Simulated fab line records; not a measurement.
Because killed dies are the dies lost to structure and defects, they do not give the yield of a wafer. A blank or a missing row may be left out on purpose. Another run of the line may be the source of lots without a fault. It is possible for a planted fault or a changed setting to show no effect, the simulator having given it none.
Matching of chambers || flow n5 finfet || N5_FIN_CUT_DESCUM_13 on rie diel-06 has 4 sister chambers
The step chemistry O2, time 7 s. 33 wafers are shown with their chamber, then 12 later ones without.

## EACH WAFER AND ITS CHAMBER
{"wafer": "L076.2", "chamber": 3, "showerhead plenum p Torr (Torr)": 2.23, "drypump motor current A (A)": 5.8, "throttle valve pct (%)": 20.12}
{"wafer": "L076.4", "chamber": 1, "showerhead plenum p Torr (Torr)": 2.15, "drypump motor current A (A)": 6.2, "throttle valve pct (%)": 20.38}
{"wafer": "L076.6", "chamber": 2, "showerhead plenum p Torr (Torr)": 2.15, "drypump motor current A (A)": 5.2, "throttle valve pct (%)": 20.63}
{"wafer": "L077.2", "chamber": 3, "showerhead plenum p Torr (Torr)": 2.23, "drypump motor current A (A)": 5.8, "throttle valve pct (%)": 20.10}
{"wafer": "L077.4", "chamber": 0, "showerhead plenum p Torr (Torr)": 2.08, "drypump motor current A (A)": 6.0, "throttle valve pct (%)": 20.54}
{"wafer": "L077.5", "chamber": 2, "showerhead plenum p Torr (Torr)": 2.15, "drypump motor current A (A)": 5.2, "throttle valve pct (%)": 20.63}
{"wafer": "L078.1", "chamber": 3, "showerhead plenum p Torr (Torr)": 2.23, "drypump motor current A (A)": 5.8, "throttle valve pct (%)": 20.11}
{"wafer": "L078.2", "chamber": 0, "showerhead plenum p Torr (Torr)": 2.08, "drypump motor current A (A)": 5.9, "throttle valve pct (%)": 20.52}
{"wafer": "L078.3", "chamber": 2, "showerhead plenum p Torr (Torr)": 2.15, "drypump motor current A (A)": 5.2, "throttle valve pct (%)": 20.64}
{"wafer": "L078.4", "chamber": 1, "showerhead plenum p Torr (Torr)": 2.15, "drypump motor current A (A)": 6.1, "throttle valve pct (%)": 20.39}
{"wafer": "L078.5", "chamber": 2, "showerhead plenum p Torr (Torr)": 2.15, "drypump motor current A (A)": 5.3, "throttle valve pct (%)": 20.65}
{"wafer": "L078.6", "chamber": 1, "showerhead plenum p Torr (Torr)": 2.15, "drypump motor current A (A)": 6.1, "throttle valve pct (%)": 20.38}
{"wafer": "L083.2", "chamber": 2, "showerhead plenum p Torr (Torr)": 2.15, "drypump motor current A (A)": 5.2, "throttle valve pct (%)": 20.32}
{"wafer": "L083.3", "chamber": 3, "showerhead plenum p Torr (Torr)": 2.22, "drypump motor current A (A)": 5.9, "throttle valve pct (%)": 20.12}
{"wafer": "L083.6", "chamber": 2, "showerhead plenum p Torr (Torr)": 2.15, "drypump motor current A (A)": 5.2, "throttle valve pct (%)": 20.33}
{"wafer": "L084.2", "chamber": 3, "showerhead plenum p Torr (Torr)": 2.22, "drypump motor current A (A)": 5.9, "throttle valve pct (%)": 20.14}
{"wafer": "L084.3", "chamber": 2, "showerhead plenum p Torr (Torr)": 2.15, "drypump motor current A (A)": 5.2, "throttle valve pct (%)": 20.34}
{"wafer": "L084.6", "chamber": 2, "showerhead plenum p Torr (Torr)": 2.15, "drypump motor current A (A)": 5.2, "throttle valve pct (%)": 20.34}
{"wafer": "L086.1", "chamber": 2, "showerhead plenum p Torr (Torr)": 2.15, "drypump motor current A (A)": 5.2, "throttle valve pct (%)": 20.35}
{"wafer": "L086.2", "chamber": 3, "showerhead plenum p Torr (Torr)": 2.22, "drypump motor current A (A)": 5.9, "throttle valve pct (%)": 20.14}
{"wafer": "L086.3", "chamber": 0, "showerhead plenum p Torr (Torr)": 2.07, "drypump motor current A (A)": 5.9, "throttle valve pct (%)": 20.56}
{"wafer": "L086.4", "chamber": 2, "showerhead plenum p Torr (Torr)": 2.14, "drypump motor current A (A)": 5.2, "throttle valve pct (%)": 20.36}
{"wafer": "L086.5", "chamber": 3, "showerhead plenum p Torr (Torr)": 2.22, "drypump motor current A (A)": 5.9, "throttle valve pct (%)": 20.13}
{"wafer": "L086.6", "chamber": 0, "showerhead plenum p Torr (Torr)": 2.07, "drypump motor current A (A)": 6.0, "throttle valve pct (%)": 20.54}
{"wafer": "L088.1", "chamber": 0, "showerhead plenum p Torr (Torr)": 2.07, "drypump motor current A (A)": 6.0, "throttle valve pct (%)": 20.56}
{"wafer": "L088.2", "chamber": 2, "showerhead plenum p Torr (Torr)": 2.14, "drypump motor current A (A)": 5.2, "throttle valve pct (%)": 20.36}
{"wafer": "L088.3", "chamber": 1, "showerhead plenum p Torr (Torr)": 2.14, "drypump motor current A (A)": 6.2, "throttle valve pct (%)": 20.08}
{"wafer": "L088.4", "chamber": 3, "showerhead plenum p Torr (Torr)": 2.22, "drypump motor current A (A)": 5.8, "throttle valve pct (%)": 20.15}
{"wafer": "L088.5", "chamber": 1, "showerhead plenum p Torr (Torr)": 2.14, "drypump motor current A (A)": 6.1, "throttle valve pct (%)": 20.06}
{"wafer": "L088.6", "chamber": 0, "showerhead plenum p Torr (Torr)": 2.07, "drypump motor current A (A)": 6.0, "throttle valve pct (%)": 20.58}
{"wafer": "L090.2", "chamber": 3, "showerhead plenum p Torr (Torr)": 2.22, "drypump motor current A (A)": 5.8, "throttle valve pct (%)": 20.15}
{"wafer": "L090.3", "chamber": 2, "showerhead plenum p Torr (Torr)": 2.14, "drypump motor current A (A)": 5.2, "throttle valve pct (%)": 20.37}
{"wafer": "L090.5", "chamber": 0, "showerhead plenum p Torr (Torr)": 2.07, "drypump motor current A (A)": 6.0, "throttle valve pct (%)": 20.58}

SIGNATURES (means of the wafers above)
{"reading": "showerhead plenum p Torr", "chamber 0": 2.0729, "chamber 1": 2.1460, "chamber 2": 2.1475, "chamber 3": 2.2233, "scatter within a chamber": 0.00487}
{"reading": "drypump motor current A", "chamber 0": 5.971, "chamber 1": 6.140, "chamber 2": 5.208, "chamber 3": 5.844, "scatter within a chamber": 0.0446}
{"reading": "throttle valve pct", "chamber 0": 20.5543, "chamber 1": 20.2580, "chamber 2": 20.4433, "chamber 3": 20.1289, "scatter within a chamber": 0.11}
Rule: a wafer's distance from a chamber is the root of the sum, over the readings, of the square of ((its reading less the chamber's mean) divided by the reading's scatter). If the next closest chamber is less than 2 further off than the closest, the wafer can't be placed; otherwise it belongs to the closest. The scatter: the root of (the sum of the squares of (reading less its chamber's mean) over the shown wafers, divided by (wafers less chambers)).

## WAFERS WITHOUT THEIR CHAMBER
{"wafer": "L091.1", "showerhead plenum p Torr (Torr)": 2.21, "drypump motor current A (A)": 5.9, "throttle valve pct (%)": 20.14}
{"wafer": "L091.2", "showerhead plenum p Torr (Torr)": 2.07, "drypump motor current A (A)": 6.0, "throttle valve pct (%)": 20.59}
{"wafer": "L091.3", "showerhead plenum p Torr (Torr)": 2.14, "drypump motor current A (A)": 6.1, "throttle valve pct (%)": 20.08}
{"wafer": "L091.4", "showerhead plenum p Torr (Torr)": 2.14, "drypump motor current A (A)": 5.2, "throttle valve pct (%)": 20.36}
{"wafer": "L091.5", "showerhead plenum p Torr (Torr)": 2.21, "drypump motor current A (A)": 5.9, "throttle valve pct (%)": 20.15}
{"wafer": "L091.6", "showerhead plenum p Torr (Torr)": 2.14, "drypump motor current A (A)": 5.2, "throttle valve pct (%)": 20.37}
{"wafer": "L092.3", "showerhead plenum p Torr (Torr)": 2.07, "drypump motor current A (A)": 6.0, "throttle valve pct (%)": 20.58}
{"wafer": "L092.5", "showerhead plenum p Torr (Torr)": 2.14, "drypump motor current A (A)": 5.2, "throttle valve pct (%)": 20.37}
{"wafer": "L092.6", "showerhead plenum p Torr (Torr)": 2.14, "drypump motor current A (A)": 6.2, "throttle valve pct (%)": 20.09}
{"wafer": "L095.2", "showerhead plenum p Torr (Torr)": 2.21, "drypump motor current A (A)": 5.8, "throttle valve pct (%)": 20.16}
{"wafer": "L095.4", "showerhead plenum p Torr (Torr)": 2.14, "drypump motor current A (A)": 5.2, "throttle valve pct (%)": 20.38}
{"wafer": "L095.6", "showerhead plenum p Torr (Torr)": 2.07, "drypump motor current A (A)": 6.0, "throttle valve pct (%)": 20.59}

## CHAMBER TAKEN BY EACH
{"wafer": "L091.1", "from the rows above": 3, "in truth": 3}
{"wafer": "L091.2", "from the rows above": 0, "in truth": 0}
{"wafer": "L091.3", "from the rows above": 1, "in truth": 1}
{"wafer": "L091.4", "from the rows above": 2, "in truth": 2}
{"wafer": "L091.5", "from the rows above": 3, "in truth": 3}
{"wafer": "L091.6", "from the rows above": 2, "in truth": 2}
{"wafer": "L092.3", "from the rows above": 0, "in truth": 0}
{"wafer": "L092.5", "from the rows above": 2, "in truth": 2}
{"wafer": "L092.6", "from the rows above": 1, "in truth": 1}
{"wafer": "L095.2", "from the rows above": 3, "in truth": 3}
{"wafer": "L095.4", "from the rows above": 2, "in truth": 2}
{"wafer": "L095.6", "from the rows above": 0, "in truth": 0}
Correctly placed: 12 of 12. Not placeable from these rows: 0. Placed wrongly: 0.
